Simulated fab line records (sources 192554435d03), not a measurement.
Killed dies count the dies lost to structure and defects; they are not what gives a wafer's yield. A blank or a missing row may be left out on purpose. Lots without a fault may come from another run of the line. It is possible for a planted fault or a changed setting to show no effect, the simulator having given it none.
Lot-split experiment | flow n5_finfet | route with 1938 steps; 7 lots, 21 wafers read

## THE SPLIT ITSELF
At N5_BEOL_M2_COAT_76 (time 60 s, resist thk 5 nm), the setting spin_rpm was moved away from the recipe's 1500 rpm on 5 of the 21 wafers read, by -10.1% to -5.6%. For the rest of the wafers, this setting stayed at what the recipe calls for.

## FROM SPLIT TO READING: 1 step shown by the file between the two
- N5_BEOL_M2_DESCUM_33: chemistry O2, time 7 s (also split here: time_s)

## THE READING
etch.depth_nm (the simulator's own value, which no gauge read), in nm, at N5_BEOL_M2_ETCH_77 (etches underlayer in N2/H2, target depth 6.5 nm, time 5.2 s). The file gives no usual value for it. Here, 16 wafers ran the recipe; their average is 4.999 nm with a standard deviation of 0.016 nm.

wafer  | tool, chamber at the split | spin_rpm as run, rpm | against the recipe | etch.depth_nm, nm | against lot-mates on the recipe
L074.1 | litho_track-01, 0          | 1361                 | -9.3%              | 5.273             | +0.266
L074.2 | litho_track-01, 0          | 1500                 | recipe             | 5.001             | -
L074.6 | litho_track-01, 0          | 1500                 | recipe             | 5.013             | -
L078.2 | litho_track-05, 0          | 1349                 | -10.1%             | 5.289             | +0.267
L078.3 | litho_track-05, 0          | 1349                 | -10.1%             | 5.295             | +0.273
L078.4 | litho_track-05, 0          | 1500                 | recipe             | 5.022             | -
L080.1 | litho_track-05, 0          | 1500                 | recipe             | 5.026             | -
L080.3 | litho_track-05, 0          | 1500                 | recipe             | 5.02              | -
L080.4 | litho_track-05, 0          | 1500                 | recipe             | 5.014             | -
L081.2 | litho_track-02, 0          | 1500                 | recipe             | 5.005             | -
L081.4 | litho_track-02, 0          | 1500                 | recipe             | 4.989             | -
L081.5 | litho_track-02, 0          | 1500                 | recipe             | 5.003             | -
L089.1 | litho_track-02, 0          | 1500                 | recipe             | 4.98              | -
L089.2 | litho_track-02, 0          | 1500                 | recipe             | 4.985             | -
L089.3 | litho_track-02, 0          | 1500                 | recipe             | 4.968             | -
L091.2 | litho_track-02, 0          | 1500                 | recipe             | 4.988             | -
L091.4 | litho_track-02, 0          | 1500                 | recipe             | 4.991             | -
L091.5 | litho_track-02, 0          | 1500                 | recipe             | 4.987             | -
L093.1 | litho_track-01, 0          | 1416                 | -5.6%              | 5.139             | +0.144
L093.2 | litho_track-01, 0          | 1500                 | recipe             | 4.995             | -
L093.4 | litho_track-01, 0          | 1416                 | -5.6%              | 5.132             | +0.137

FIT RESULTS
A straight line over all 21 wafers: etch.depth_nm changes by -0.0285 nm for each +1% of spin_rpm; r = -0.99; the points scatter about the line by 0.017 nm.
The same after taking each lot's own level away (the mean of its wafers on the recipe; 21 wafers): -0.027 nm for each +1%; r = -1.00; scatter 0.0072 nm.
On that fit, the largest move of spin_rpm shifts the reading by 0.27 nm.
Across the lots, their own levels run from 4.9777 to 5.0220 nm, a range of 2.8 times the standard deviation given above.
Hence the lot-to-lot level has little effect on the slope; both slopes agree.
Check: with one of the wafers moved furthest among these (-10.1%) left out of the fit, the line predicts +0.273 nm for it against its lot-mates. It came out at +0.267 nm against them.

## OTHER SPLITS ON THESE WAFERS
These wafers also went through other splits before the reading. Each is held against what the fit with the lots' levels taken away leaves over:
other split on the same wafers | wafers away from the commonest value | r with etch.depth_nm (lot level and that fit taken away)
N5_BEOL_M1_COAT_68 spin_rpm    | 6                                    | +0.36
N5_BEOL_M2_DESCUM_33 time_s    | 6                                    | +0.44

## THE FILE'S OWN FIT
etch.depth_nm changes by -0.0273 nm for each +1% of spin_rpm, r = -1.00.
